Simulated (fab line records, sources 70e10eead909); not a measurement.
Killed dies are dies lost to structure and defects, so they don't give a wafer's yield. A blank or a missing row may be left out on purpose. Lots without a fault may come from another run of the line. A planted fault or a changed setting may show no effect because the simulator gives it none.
A struck lot beside a sound one | flow nand_harc | 39 steps out of a route of 1302
Sound: wafers L857.1, L857.2, L857.5. Struck: wafers L860.2, L860.4, L860.5. The cause comes at the end.
At each step with rows: each side's tool, then ch and its chambers, then its first start. Under that, the readings that differ: sound wafers | struck wafers | difference of the means | sigmas: that difference in standard deviations of wafers without a fault.
alike: readings whose means differ by less than 2 such deviations, and words and numbers that are the same on both sides. not compared: withheld readings, readings that some wafer has no value for, bounds like >300 that may hide the same value, and numbers for which the record gives no deviation and whose values overlap.
The two part at a step that has a row with sigmas, a row that says differs or no value, or rows on one side only. Numbers that don't overlap but have no deviation are shown without sigmas and don't part them. A reading that every wafer of one side lacks parts them only if that side has two wafers or more.

first, 9 steps without rows for these wafers: NHARC_A_CHANNEL_HOLE_D1_DEP_00 (deposits aC, target thk 3100 nm); NHARC_A_CHANNEL_HOLE_D1_DEP_01 (deposits SiON, target thk 140 nm); NHARC_A_CHANNEL_HOLE_D1_DEHYDRATE_02 (time 120 s); NHARC_A_CHANNEL_HOLE_D1_HMDS_03 (time 30 s); NHARC_A_CHANNEL_HOLE_D1_COAT_36 (time 75 s); NHARC_A_CHANNEL_HOLE_D1_COAT_37 (time 65 s); NHARC_A_CHANNEL_HOLE_D1_COAT_04 (resist thk 90 nm); NHARC_A_CHANNEL_HOLE_D1_SOFTBAKE_05 (time 55 s); NHARC_A_CHANNEL_HOLE_D1_EBR_06.
NHARC_A_CHANNEL_HOLE_D1_EXPOSE_07: exposes mask HOLE D1, target cd 100 nm.
  sound on arfi_scanner-01 ch 0, day 10 17:50; struck on arfi_scanner-01 ch 0, day 12 11:31
  reading              | sound             | struck            | difference | sigmas
  exposure_dose_mJ_cm2 | 59.68 59.69 59.72 | 41.15 41.22 41.20 | -18.51     | -99 or more
  alike: mask, focus_offset_nm
then, 2 steps without rows for these wafers: NHARC_A_CHANNEL_HOLE_D1_PEB_08 (peb time 65 s); NHARC_A_CHANNEL_HOLE_D1_DEVELOP_09 (develop time 35 s).
NHARC_A_CHANNEL_HOLE_D1_CD_MEAS_10: target cd 100 nm.
  sound on cd_sem-03 ch 0, day 10 17:59; struck on cd_sem-03 ch 0, day 12 11:39
  reading    | sound             | struck         | difference | sigmas
  cd_nm (nm) | 100.6 100.0 101.0 | 82.2 81.8 82.9 | -18.2      | -34
NHARC_A_CHANNEL_HOLE_D1_DESCUM_15: chemistry O2, time 3 s.
  sound on rie_diel-10 ch 0,2,3, day 10 18:11; struck on rie_diel-04 ch 1,2,3, day 12 11:52
  reading                            | sound           | struck            | difference | sigmas
  model.A_CHANNEL_HOLE_D1.cd_nm (nm) | 100.7 100 101.3 | 82.32 82.37 82.71 | -18.20     |
  alike: drypump_motor_current_A, oes_product_au, rf_vpp_V, showerhead_plenum_p_Torr, throttle_valve_pct
  not compared: rf_hours_counter_h
then, 4 steps without rows for these wafers: NHARC_A_CHANNEL_HOLE_D1_ETCH_38 (etches the open film in CF4, target depth 39 nm, time 65 s); NHARC_A_CHANNEL_HOLE_D1_ETCH_39 (etches the open film in N2/H2, target depth 260 nm, time 325 s); NHARC_A_CHANNEL_HOLE_D1_ETCH_34 (etches the open film in CF4/CHF3, target depth 154 nm, time 77 s); NHARC_A_CHANNEL_HOLE_D1_ETCH_16 (etches the open film in O2/COS, target depth 3100 nm, time 806 s).
NHARC_A_CHANNEL_HOLE_D1_CD_MEAS_18:
  sound on cd_sem-02, day 10 19:17; struck on cd_sem-01, day 12 13:07
  reading    | sound             | struck         | difference | sigmas
  cd_nm (nm) | 103.1 102.3 104.6 | 83.0 83.4 83.8 | -19.9      | -9
then, 12 steps without rows for these wafers: NHARC_A_CHANNEL_HOLE_D1_ETCH_19 (etches the open film in C4F8/O2/Ar, time 34.5 s); NHARC_A_CHANNEL_HOLE_D1_ETCH_20 (etches the open film in C4F8/O2/Ar, time 361.9 s, target depth 1600 nm); NHARC_A_CHANNEL_HOLE_D1_ETCH_21 (etches the open film in C4F8/O2/Ar, time 514.3 s, target depth 1600 nm); NHARC_A_CHANNEL_HOLE_D1_ETCH_22 (etches the open film in C4F8/O2/Ar, time 666.7 s, target depth 1600 nm); NHARC_A_CHANNEL_HOLE_D1_ETCH_23 (etches the open film in C4F8/O2/Ar, time 819 s, target depth 1600 nm); NHARC_A_CHANNEL_HOLE_D1_ETCH_24 (etches the open film in C4F8/O2/Ar, time 906.2 s, target depth 1500 nm); NHARC_A_CHANNEL_HOLE_D1_ETCH_25 (etches the open film in C4F8/O2/Ar, time 1040.2 s, target depth 1500 nm); NHARC_A_CHANNEL_HOLE_D1_ETCH_26 (etches the open film in C4F8/O2/Ar, time 224.1 s, target depth 300 nm); NHARC_A_CHANNEL_HOLE_D1_ETCH_33 (etches the open film in C4F8/O2/Ar, time 90 s, target depth 400 nm); NHARC_A_CHANNEL_HOLE_D1_STRIP_41 (strips in N2/H2); NHARC_A_CHANNEL_HOLE_D1_STRIP_42 (strips in CF4/CHF3); NHARC_A_CHANNEL_HOLE_D1_STRIP_43 (strips in O2/COS).
NHARC_A_CHANNEL_HOLE_D1_ETCH_44: etches the open film in CF4/O2, target depth 140 nm, overetch 14 nm, time 77 s.
  sound on rie_diel-10 ch 0,2,3, day 11 01:02; struck on rie_diel-10 ch 1,2,3, day 12 17:55
  reading                            | sound             | struck            | difference | sigmas
  model.A_CHANNEL_HOLE_D1.cd_nm (nm) | 92.06 91.22 92.21 | 72.27 72.19 72.23 | -19.60     |
  alike: drypump_motor_current_A, oes_o_777_au, oes_product_au, rf_vpp_V, showerhead_plenum_p_Torr, throttle_valve_pct
  not compared: rf_hours_counter_h
then, 3 steps without rows for these wafers: NHARC_A_CHANNEL_HOLE_D1_STRIP_27 (strips in O2); NHARC_A_CHANNEL_HOLE_D1_PRECLEAN_28 (cleans in SC1); NHARC_A_CHANNEL_HOLE_D1_SRD_29.
NHARC_A_CHANNEL_HOLE_D1_CD_MEAS_30:
  sound on cd_sem-01, day 11 01:50; struck on cd_sem-03, day 12 18:45
  reading    | sound          | struck         | difference | sigmas
  cd_nm (nm) | 92.4 90.8 92.8 | 72.4 72.6 72.8 | -19.4      | -16
NHARC_A_CHANNEL_HOLE_D1_XSEM_31:
  sound on xsem-01 ch 0, day 11 01:55; struck on xsem-02 ch 0, day 12 18:50
  reading        | sound          | struck         | difference | sigmas
  bot_cd_nm (nm) | 77.0 75.9 77.2 | 57.0 57.1 56.4 | -19.9      | -17
  alike: bow_nm, tilt_deg
-- the record jumps here: 16 days lie between the struck wafers' starts before and after (it left off in module A_CHANNEL_HOLE_D1 and takes up again in module END, whose first step shown is number 1301 of the route) --
NHARC_END_WLT_00:
  sound on prober-01, day 27 10:49; struck on prober-02, day 28 11:56
  reading                           | sound             | struck            | difference | sigmas
  VT_DECK1_BOTTOM                   | 0.873 0.875 0.876 | 0.806 0.805 0.811 | -0.067     | -8
  VT_DECK1_BOTTOM_INNER             | 0.871 0.869 0.864 | 0.806 0.811 0.809 | -0.059     | -7
  VT_DECK1_MEDIAN_NEAR_BOTTOM       | 0.875 0.878 0.882 | 0.806 0.807 0.811 | -0.070     | -9
  VT_DECK1_MEDIAN_NEAR_BOTTOM_INNER | 0.870 0.865 0.874 | 0.807 0.808 0.805 | -0.063     | -8
  VT_DECK1_MIDDLE                   | 0.882 0.883 0.879 | 0.826 0.828 0.833 | -0.052     | -6
  VT_DECK1_MIDDLE_INNER             | 0.882 0.880 0.881 | 0.825 0.828 0.827 | -0.054     | -7
  VT_DECK1_TOP                      | 0.896 0.890 0.893 | 0.840 0.844 0.850 | -0.048     | -6
  VT_DECK1_TOP_INNER                | 0.882 0.891 0.886 | 0.841 0.850 0.850 | -0.039     | -5
  alike: VT_DECK2_BOTTOM, VT_DECK2_BOTTOM_INNER, VT_DECK2_MEDIAN_NEAR_BOTTOM, VT_DECK2_MEDIAN_NEAR_BOTTOM_INNER, VT_DECK2_MIDDLE, VT_DECK2_MIDDLE_INNER, VT_DECK2_TOP, VT_DECK2_TOP_INNER
NHARC_END_SORT_01:
  the record has rows for the struck wafers here (prober-02 ch 0, day 28 15:16) and none for the sound ones

WHERE THEY PART
First at NHARC_A_CHANNEL_HOLE_D1_EXPOSE_07; last, within this record, at NHARC_END_SORT_01.

WHY: what the simulator had put in
Process parameter drift: arfi_scanner-01, from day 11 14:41 on, at NHARC_A_CHANNEL_HOLE_D1_EXPOSE_07. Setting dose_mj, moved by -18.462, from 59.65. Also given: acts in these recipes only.
